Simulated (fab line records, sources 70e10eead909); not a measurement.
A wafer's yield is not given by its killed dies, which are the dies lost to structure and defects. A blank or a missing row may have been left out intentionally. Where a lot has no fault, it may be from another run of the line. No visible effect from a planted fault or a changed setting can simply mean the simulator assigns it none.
What tool caused it? | flow nand_harc | Sampling: 13 lots, 35 wafers, 4 of 1302 route steps

== WHAT THE GAUGES SHOWED, per wafer ==
Not one reading of a measure or inspect step in the record can be checked against a usual standard deviation.

== TOOL THAT RAN EACH LOT (tool first, then ch and the chambers of the sampled wafers, then the start) ==
lot  | NHARC_P_STI_ETCH_31                           | NHARC_P_GATE_DEP_103            | NHARC_P_GATE_ETCHBACK_37           | NHARC_P_GATE_STRIP_101
L653 | rie_diel-13 ch 0,2,3, day 5 06:11 or earlier  | pecvd-04 ch 0,1,2, day 5 06:11  | rie_diel-04 ch 0,2,3, day 5 18:20  | rie_diel-04 ch 0,1,3, day 5 18:25
L654 | rie_diel-12 ch 1,2,3, day 5 06:31 or earlier  | pecvd-02 ch 0,1,2, day 5 06:31  | rie_diel-10 ch 0,1,2, day 5 18:05  | rie_diel-10 ch 0,1,3, day 5 18:10
L656 | rie_diel-01 ch 0,1, day 6 09:14 or earlier    | pecvd-04 ch 0,1,2, day 6 09:14  | rie_diel-04 ch 1,3, day 6 20:54    | rie_diel-04 ch 0,1,2, day 6 20:59
L657 | rie_diel-13 ch 0,2,3, day 6 20:09 or earlier  | pecvd-04 ch 0,1,2, day 6 20:09  | rie_diel-04 ch 0,1,3, day 7 07:44  | rie_diel-04 ch 0,2,3, day 7 07:49
L663 | rie_diel-12 ch 1, day 9 08:51 or earlier      | pecvd-03 ch 0, day 9 08:51      | rie_diel-09 ch 1, day 9 20:23      | rie_diel-09 ch 3, day 9 20:27
L664 | rie_diel-01 ch 1, day 9 15:08 or earlier      | pecvd-02 ch 2, day 9 15:08      | rie_diel-09 ch 1, day 10 02:23     | rie_diel-09 ch 1, day 10 02:29
L669 | rie_diel-13 ch 0,2, day 11 12:26 or earlier   | pecvd-03 ch 0,2, day 11 12:26   | rie_diel-04 ch 1,2,3, day 12 00:07 | rie_diel-04 ch 0,1,3, day 12 00:13
L671 | rie_diel-01 ch 1,2,3, day 12 11:40 or earlier | pecvd-02 ch 0,1,2, day 12 11:40 | rie_diel-10 ch 1,3, day 13 01:22   | rie_diel-10 ch 0,2,3, day 13 01:26
L672 | rie_diel-13 ch 2,3, day 13 01:08 or earlier   | pecvd-04 ch 0,1, day 13 01:08   | rie_diel-10 ch 0,2,3, day 13 12:47 | rie_diel-10 ch 0,2,3, day 13 12:53
L673 | rie_diel-12 ch 0,1,2, day 13 17:45 or earlier | pecvd-04 ch 0,1, day 13 17:45   | rie_diel-04 ch 1,2,3, day 14 05:13 | rie_diel-04 ch 0,1,3, day 14 05:18
L674 | rie_diel-13 ch 0,1, day 13 17:07 or earlier   | pecvd-04 ch 0,1, day 13 17:07   | rie_diel-09 ch 1,3, day 14 04:44   | rie_diel-09 ch 1,3, day 14 04:53
L675 | rie_diel-12 ch 0,2,3, day 14 11:02 or earlier | pecvd-02 ch 1,2, day 14 11:02   | rie_diel-09 ch 0,1,3, day 14 22:37 | rie_diel-09 ch 1,2,3, day 14 22:41
L676 | rie_diel-13 ch 2,3, day 14 11:51 or earlier   | pecvd-04 ch 0,1, day 14 11:51   | rie_diel-10 ch 0,1,2, day 15 01:40 | rie_diel-10 ch 0,2,3, day 15 01:46
- NHARC_P_STI_ETCH_31: etches the open film in CF4/CHF3, target depth 108.9 nm, time 54.5 s.
- NHARC_P_GATE_DEP_103: deposits SiON, target thk 30 nm.
- NHARC_P_GATE_ETCHBACK_37: etches the open film in CHF3/O2, target depth 34.5 nm, time 17.2 s.
- NHARC_P_GATE_STRIP_101: strips in O2, time 20 s.

== AS READ BY THE TOOLS THEMSELVES (means over the sampled wafers that have a number; for cases with no such wafer, the mark the record gives instead) ==
NHARC_P_STI_ETCH_31.
lot  | tool        | drypump_motor_current_A (A) | oes_product_au (a.u.) | rf_vpp_V (V) | showerhead_plenum_p_Torr (Torr) | throttle_valve_pct (%)
L653 | rie_diel-13 | 5.7                         | 0.968                 | 369.7        | 1.55                            | 16.803
L654 | rie_diel-12 | 5.5                         | 0.955                 | 371.2        | 1.61                            | 16.805
L656 | rie_diel-01 | 5.3                         | 0.977                 | 371.7        | 1.63                            | 16.801
L657 | rie_diel-13 | 5.7                         | 0.965                 | 369.9        | 1.55                            | 16.808
L663 | rie_diel-12 | 5.4                         | 0.982                 | 372.9        | 1.68                            | 16.795
L664 | rie_diel-01 | 5.6                         | 0.977                 | 373.1        | 1.59                            | 16.814
L669 | rie_diel-13 | 5.4                         | 0.945                 | 370.4        | 1.57                            | 16.804
L671 | rie_diel-01 | 5.9                         | 0.953                 | 372.3        | 1.61                            | 16.803
L672 | rie_diel-13 | 5.6                         | 0.966                 | 370.2        | 1.57                            | 16.802
L673 | rie_diel-12 | 5.5                         | 0.976                 | 369.3        | 1.56                            | 16.799
L674 | rie_diel-13 | 6.0                         | 0.947                 | 368.8        | 1.52                            | 16.801
L675 | rie_diel-12 | 5.6                         | 0.961                 | 370.0        | 1.55                            | 16.804
L676 | rie_diel-13 | 5.6                         | 0.949                 | 369.6        | 1.57                            | 16.800

NHARC_P_GATE_DEP_103.
lot  | tool     | heater_power_w (W)
L653 | pecvd-04 | 774
L654 | pecvd-02 | 728
L656 | pecvd-04 | 761
L657 | pecvd-04 | 758
L663 | pecvd-03 | 873
L664 | pecvd-02 | 672
L669 | pecvd-03 | 731
L671 | pecvd-02 | 818
L672 | pecvd-04 | 728
L673 | pecvd-04 | 720
L674 | pecvd-04 | 724
L675 | pecvd-02 | 773
L676 | pecvd-04 | 664

NHARC_P_GATE_ETCHBACK_37.
lot  | tool        | drypump_motor_current_A (A) | oes_product_au (a.u.) | rf_vpp_V (V) | run_length_s (s) | showerhead_plenum_p_Torr (Torr) | throttle_valve_pct (%)
L653 | rie_diel-04 | 6.0                         | 0.935                 | 370.0        | 38.5             | 2.39                            | 20.570
L654 | rie_diel-10 | 5.6                         | 0.925                 | 371.0        | 38.2             | 2.44                            | 20.572
L656 | rie_diel-04 | 5.5                         | 0.933                 | 372.4        | 38.6             | 2.46                            | 20.580
L657 | rie_diel-04 | 5.8                         | 0.931                 | 371.0        | 38.6             | 2.42                            | 20.579
L663 | rie_diel-09 | 5.2                         | 0.929                 | 371.4        | 40.4             | 2.48                            | 20.575
L664 | rie_diel-09 | 5.2                         | 0.997                 | 371.2        | 40.4             | 2.48                            | 20.579
L669 | rie_diel-04 | 5.6                         | 0.926                 | 371.7        | 38.4             | 2.43                            | 20.563
L671 | rie_diel-10 | 5.4                         | 0.933                 | 371.9        | 38.8             | 2.46                            | 20.583
L672 | rie_diel-10 | 5.7                         | 0.915                 | 372.0        | 38.6             | 2.49                            | 20.567
L673 | rie_diel-04 | 5.6                         | 0.933                 | 371.0        | 38.4             | 2.43                            | 20.569
L674 | rie_diel-09 | 5.4                         | 0.951                 | 371.9        | 38.5             | 2.50                            | 20.569
L675 | rie_diel-09 | 5.9                         | 1.012                 | 372.7        | 38.6             | 2.50                            | 20.573
L676 | rie_diel-10 | 5.6                         | 0.914                 | 371.1        | 38.3             | 2.43                            | 20.573

NHARC_P_GATE_STRIP_101.
lot  | tool        | drypump_motor_current_A (A) | oes_product_au (a.u.) | rf_vpp_V (V) | showerhead_plenum_p_Torr (Torr) | throttle_valve_pct (%)
L653 | rie_diel-04 | 5.8                         | 1.005                 | 57.8         | 3.56                            | 17.033
L654 | rie_diel-10 | 5.6                         | 1.001                 | 57.5         | 3.67                            | 17.037
L656 | rie_diel-04 | 6.3                         | 1.013                 | 57.6         | 3.43                            | 17.035
L657 | rie_diel-04 | 6.0                         | 1.003                 | 57.4         | 3.51                            | 17.041
L663 | rie_diel-09 | 5.9                         | 1.010                 | 57.3         | 3.73                            | 17.033
L664 | rie_diel-09 | 5.2                         | 0.994                 | 58.8         | 3.64                            | 17.041
L669 | rie_diel-04 | 5.8                         | 1.007                 | 58.8         | 3.56                            | 17.038
L671 | rie_diel-10 | 5.7                         | 0.984                 | 57.6         | 3.66                            | 17.040
L672 | rie_diel-10 | 5.7                         | 0.993                 | 57.9         | 3.66                            | 17.028
L673 | rie_diel-04 | 5.8                         | 1.007                 | 57.3         | 3.56                            | 17.038
L674 | rie_diel-09 | 5.7                         | 0.999                 | 57.5         | 3.70                            | 17.028
L675 | rie_diel-09 | 5.8                         | 1.001                 | 58.5         | 3.69                            | 17.035
L676 | rie_diel-10 | 5.7                         | 0.994                 | 57.5         | 3.66                            | 17.035

== THE ANSWER, worked out from the rows above alone ==
Rule: the lots themselves supply what counts as usual. Put in order of their means at a reading, lots are off if they are a third of the lots or fewer, leave a main group of 4 or more, and stand apart from it by a gap of 3 or more times the standard deviation of the main group's means; of several such gaps the widest counts. If all means in a main group match to the digits the tables above print for the reading, that group is not used. Also off: a lot with no number at a reading for which 4 or more lots have one. The other lots that the step has rows for count as sound. After the gauges, taken in route order, come the tools' own readings; for these a lot's mean is taken, as printed above. At the first step where some lot is off, the reading lying furthest off is the one used; lots without a number count as furthest.
Off, at NHARC_P_GATE_ETCHBACK_37 on run_length_s: L663, L664. The main group has a mean of 38.5 s with a standard deviation of 0.16.
If a tool, at that step or one of the process steps before it, ran each lot that is off and ran no sound lot following the first of them, it fits. Because NHARC_P_STI_ETCH_31 lacks a start for some lots, the hours and order of its lots are taken from NHARC_P_GATE_DEP_103. None of those tried fits.

== WHAT THE SIMULATOR HAD PUT IN ==
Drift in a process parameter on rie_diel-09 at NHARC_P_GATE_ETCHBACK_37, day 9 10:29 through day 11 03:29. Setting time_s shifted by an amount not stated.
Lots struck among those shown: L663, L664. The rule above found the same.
